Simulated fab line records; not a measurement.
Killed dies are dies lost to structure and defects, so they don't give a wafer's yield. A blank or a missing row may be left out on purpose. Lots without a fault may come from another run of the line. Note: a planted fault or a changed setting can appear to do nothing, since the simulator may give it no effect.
Which tool was responsible? + flow n5Finfet + Sampling: 10 lots, 30 wafers, 5 of 1938 route steps

== WHAT EACH GAUGE READ, for each wafer ==
No reading from a measuring or inspecting step in the record can be judged against a usual standard deviation.

== WHAT TOOL EACH LOT RAN ON (gives the tool, then ch and the chambers of the sampled wafers, and finally the start) ==
| lot  | N5_HKMG_FIN_ETCH_35              | N5_HKMG_FIN_ETCH_86              | N5_HKMG_FIN_ALD_71                | N5_HKMG_FIN_STRIP_90             | N5_PASSIVATION_PROBE_49 |
|------|----------------------------------|----------------------------------|-----------------------------------|----------------------------------|-------------------------|
| L919 | rieDiel-02 ch 1,2, day 4 20:19   | rieDiel-04 ch 1,2, day 4 21:20   | aldMetal-01 ch 0,3, day 4 22:04   | rieDiel-02 ch 0,1,3, day 4 22:28 | -                       |
| L923 | rieDiel-05 ch 0,1,2, day 5 14:52 | rieDiel-05 ch 0,1,2, day 5 15:58 | aldMetal-02 ch 1,2,3, day 5 16:47 | rieDiel-02 ch 1,2,3, day 5 17:11 | -                       |
| L924 | rieDiel-02 ch 0,2,3, day 6 00:45 | rieDiel-04 ch 0,1,2, day 6 01:55 | aldMetal-02 ch 1,2,3, day 6 02:38 | rieDiel-02 ch 2,3, day 6 03:07   | prober-02, day 13 15:41 |
| L925 | rieDiel-05 ch 0,2, day 6 06:49   | rieDiel-02 ch 0,2, day 6 07:53   | aldMetal-02 ch 2,3, day 6 08:38   | rieDiel-04 ch 0,1,2, day 6 09:02 | -                       |
| L928 | rieDiel-04 ch 0,1,2, day 7 06:14 | rieDiel-02 ch 0,2,3, day 7 07:16 | aldMetal-04 ch 0,3, day 7 07:59   | rieDiel-02 ch 0,2,3, day 7 08:29 | -                       |
| L930 | rieDiel-04 ch 0,2,3, day 7 14:24 | rieDiel-02 ch 0,1,3, day 7 15:37 | aldMetal-02 ch 1,2,3, day 7 16:20 | rieDiel-05 ch 0,1,2, day 7 16:44 | -                       |
| L931 | rieDiel-02 ch 0,1,3, day 7 17:59 | rieDiel-04 ch 0,2,3, day 7 19:01 | aldMetal-01 ch 0,1,3, day 7 19:45 | rieDiel-04 ch 1,2,3, day 7 20:20 | prober-02, day 15 11:24 |
| L935 | rieDiel-02 ch 1,2,3, day 8 21:02 | rieDiel-04 ch 2,3, day 8 22:15   | aldMetal-01 ch 1,2,3, day 8 22:59 | rieDiel-02 ch 1,2, day 8 23:28   | -                       |
| L937 | rieDiel-02 ch 0,1,2, day 9 05:16 | rieDiel-04 ch 0,2,3, day 9 06:17 | aldMetal-01 ch 0,2,3, day 9 07:02 | rieDiel-02 ch 0,1,3, day 9 07:28 | -                       |
| L940 | rieDiel-05 ch 0,1,2, day 9 22:02 | rieDiel-02 ch 0,1,3, day 9 23:04 | aldMetal-02 ch 0,2, day 9 23:51   | rieDiel-05 ch 0,2, day 10 00:21  | -                       |
- N5_HKMG_FIN_ETCH_35: etches SOC in N2/H2, target depth 215.8 nm, time 243.4 s.
- N5_HKMG_FIN_ETCH_86: etches SOC in N2/H2, stops on TiN, target depth 393.2 nm.
- N5_HKMG_FIN_ALD_71: deposits TiN, target thk 1 nm, pulse time 1 s, purge time 3 s.
- N5_HKMG_FIN_STRIP_90: strips SOC in N2/H2, time 20 s.
- N5_PASSIVATION_PROBE_49

== AS READ BY THE TOOLS THEMSELVES (means over the sampled wafers that have a number; for cases with no such wafer, the mark the record gives instead) ==
N5_HKMG_FIN_ETCH_35. Usual: drypumpMotorCurrentA 5.7 A, standard deviation 0.41; oesProductAu 0.77 a.u., standard deviation 0.1; rfVppV 141.4 V, standard deviation 1.2; showerheadPlenumPTorr 2.54 Torr, standard deviation 0.11; throttleValvePct 17.84 %, standard deviation 0.24.
| lot  | tool       | drypumpMotorCurrentA (A) | oesProductAu (a.u.) | rfVppV (V) | showerheadPlenumPTorr (Torr) | throttleValvePct (%) | flag |
|------|------------|--------------------------|---------------------|------------|------------------------------|----------------------|------|
| L919 | rieDiel-02 | 5.8                      | 0.68                | 141.7      | 2.60                         | 18.10                |      |
| L923 | rieDiel-05 | 5.5                      | 0.74                | 140.6      | 2.54                         | 17.79                |      |
| L924 | rieDiel-02 | 6.1                      | 0.70                | 140.9      | 2.50                         | 17.88                |      |
| L925 | rieDiel-05 | 5.2                      | 0.71                | 141.5      | 2.52                         | 17.79                |      |
| L928 | rieDiel-04 | 5.4                      | 0.75                | 141.9      | 2.63                         | 17.99                |      |
| L930 | rieDiel-04 | 5.6                      | 0.84                | 141.4      | 2.58                         | 17.84                |      |
| L931 | rieDiel-02 | 6.2                      | 0.77                | 141.8      | 2.53                         | 17.75                |      |
| L935 | rieDiel-02 | 6.0                      | 0.75                | 141.4      | 2.55                         | 17.89                |      |
| L937 | rieDiel-02 | 5.9                      | 0.75                | 142.0      | 2.52                         | 17.88                |      |
| L940 | rieDiel-05 | 5.6                      | 0.79                | 141.9      | 2.52                         | 17.69                |      |

N5_HKMG_FIN_ETCH_86. Usual: drypumpMotorCurrentA 5.8 A, standard deviation 0.41; oesProductAu 0.76 a.u., standard deviation 0.098; rfVppV 240.5 V, standard deviation 1.6; showerheadPlenumPTorr 2.55 Torr, standard deviation 0.11; throttleValvePct 17.82 %, standard deviation 0.28.
| lot  | tool       | drypumpMotorCurrentA (A) | oesProductAu (a.u.) | rfVppV (V) | showerheadPlenumPTorr (Torr) | throttleValvePct (%) | flag |
|------|------------|--------------------------|---------------------|------------|------------------------------|----------------------|------|
| L919 | rieDiel-04 | 5.4                      | 0.71                | 241.2      | 2.58                         | 18.07                |      |
| L923 | rieDiel-05 | 5.6                      | 0.73                | 240.8      | 2.54                         | 17.75                |      |
| L924 | rieDiel-04 | 5.5                      | 0.77                | 241.2      | 2.63                         | 17.93                |      |
| L925 | rieDiel-02 | 5.9                      | 0.70                | 239.1      | 2.46                         | 17.85                |      |
| L928 | rieDiel-02 | 6.1                      | 0.69                | 240.7      | 2.50                         | 17.88                |      |
| L930 | rieDiel-02 | 6.2                      | 0.78                | 240.2      | 2.53                         | 17.71                |      |
| L931 | rieDiel-04 | 5.7                      | 0.84                | 241.5      | 2.58                         | 17.82                |      |
| L935 | rieDiel-04 | 5.8                      | 0.84                | 239.8      | 2.49                         | 17.63                |      |
| L937 | rieDiel-04 | 5.7                      | 0.81                | 240.7      | 2.57                         | 17.84                |      |
| L940 | rieDiel-02 | 6.2                      | 0.76                | 239.8      | 2.52                         | 17.75                |      |

N5_HKMG_FIN_ALD_71. Usual: heaterPowerOuterW 567 W, standard deviation 54; heaterPowerW 880 W, standard deviation 77; precursorPulseHeightRel 1.000, standard deviation 0.021; susceptorTempC 400.01 C, standard deviation 0.24.
| lot  | tool        | heaterPowerOuterW (W) | heaterPowerW (W) | precursorPulseHeightRel | susceptorTempC (C) | flag |
|------|-------------|-----------------------|------------------|-------------------------|--------------------|------|
| L919 | aldMetal-01 | 602                   | 947              | 0.998                   | 399.88             |      |
| L923 | aldMetal-02 | 566                   | 870              | 1.005                   | 400.14             |      |
| L924 | aldMetal-02 | 559                   | 874              | 0.985                   | 400.01             |      |
| L925 | aldMetal-02 | 606                   | 914              | 1.007                   | 400.07             |      |
| L928 | aldMetal-04 | 540                   | 805              | 1.004                   | 399.95             |      |
| L930 | aldMetal-02 | 558                   | 868              | 1.005                   | 400.00             |      |
| L931 | aldMetal-01 | 582                   | 928              | 1.009                   | 400.15             |      |
| L935 | aldMetal-01 | 593                   | 956              | 1.004                   | 400.14             |      |
| L937 | aldMetal-01 | 615                   | 953              | 1.001                   | 400.23             |      |
| L940 | aldMetal-02 | 587                   | 901              | 0.980                   | 399.91             |      |

N5_HKMG_FIN_STRIP_90. Usual: drypumpMotorCurrentA 5.8 A, standard deviation 0.39; oesProductAu 0.76 a.u., standard deviation 0.11; rfVppV 54.2 V, standard deviation 0.92; showerheadPlenumPTorr 3.37 Torr, standard deviation 0.13; tempC 40.01 C, standard deviation 0.098; throttleValvePct 19.1 %, standard deviation 0.4.
| lot  | tool       | drypumpMotorCurrentA (A) | oesProductAu (a.u.) | rfVppV (V) | showerheadPlenumPTorr (Torr) | tempC (C) | throttleValvePct (%) | flag |
|------|------------|--------------------------|---------------------|------------|------------------------------|-----------|----------------------|------|
| L919 | rieDiel-02 | 6.3                      | 0.69                | 54.2       | 3.35                         | 40.07     | 19.2                 |      |
| L923 | rieDiel-02 | 6.1                      | 0.69                | 53.3       | 3.39                         | 39.99     | 19.4                 |      |
| L924 | rieDiel-02 | 6.3                      | 0.69                | 54.4       | 3.35                         | 40.02     | 19.4                 |      |
| L925 | rieDiel-04 | 5.5                      | 0.77                | 54.3       | 3.47                         | 39.96     | 19.2                 |      |
| L928 | rieDiel-02 | 6.1                      | 0.70                | 54.2       | 3.30                         | 40.05     | 19.2                 |      |
| L930 | rieDiel-05 | 5.6                      | 0.83                | 53.3       | 3.34                         | 40.03     | 18.7                 |      |
| L931 | rieDiel-04 | 5.6                      | 0.78                | 53.3       | 3.36                         | 39.99     | 19.1                 |      |
| L935 | rieDiel-02 | 5.8                      | 0.83                | 54.6       | 3.41                         | 40.09     | 19.2                 |      |
| L937 | rieDiel-02 | 6.2                      | 0.75                | 53.2       | 3.33                         | 40.04     | 19.1                 |      |
| L940 | rieDiel-05 | 5.4                      | 0.78                | 53.8       | 3.20                         | 40.00     | 18.7                 |      |

N5_PASSIVATION_PROBE_49. Usual: killed_at_M0_to_M3 34, standard deviation 11; killed_at_M4_up 13, standard deviation 5.2; killedAtContacts 13, standard deviation 6.3; killedAtFrontEnd 40, standard deviation 14; killedAtOther 3.2, standard deviation 2.4; killedDies 104, standard deviation 19; killedOpen 69, standard deviation 14; killedShort 32, standard deviation 7.5.
| lot  | tool      | killed_at_M0_to_M3 | killed_at_M4_up | killedAtContacts | killedAtFrontEnd | killedAtOther | killedDies | killedOpen | killedShort | flag |
|------|-----------|--------------------|-----------------|------------------|------------------|---------------|------------|------------|-------------|------|
| L924 | prober-02 | 27                 | 9               | 19               | 31               | 4.3           | 90         | 61         | 27          |      |
| L931 | prober-02 | 50                 | 10              | 5                | 65               | 5.0           | 135        | 90         | 42          |      |

== THE ANSWER, worked out from the rows above alone ==
Rule: lot off if the mean of its wafers having a number is beyond 3 standard deviations from the usual mean. Also off: a lot with no number at a reading for which 4 or more lots have one. Where the step has rows for the other lots, those lots are counted as sound. The gauges are gone through in route order, then the tools' own readings, and for those a lot's mean is taken as printed above. At the first step where some lot is off, the reading lying furthest off is the one used; lots without a number count as furthest.
Nothing can be told from this: no lot is off at any reading shown.

== WHAT THE SIMULATOR PUT IN ==
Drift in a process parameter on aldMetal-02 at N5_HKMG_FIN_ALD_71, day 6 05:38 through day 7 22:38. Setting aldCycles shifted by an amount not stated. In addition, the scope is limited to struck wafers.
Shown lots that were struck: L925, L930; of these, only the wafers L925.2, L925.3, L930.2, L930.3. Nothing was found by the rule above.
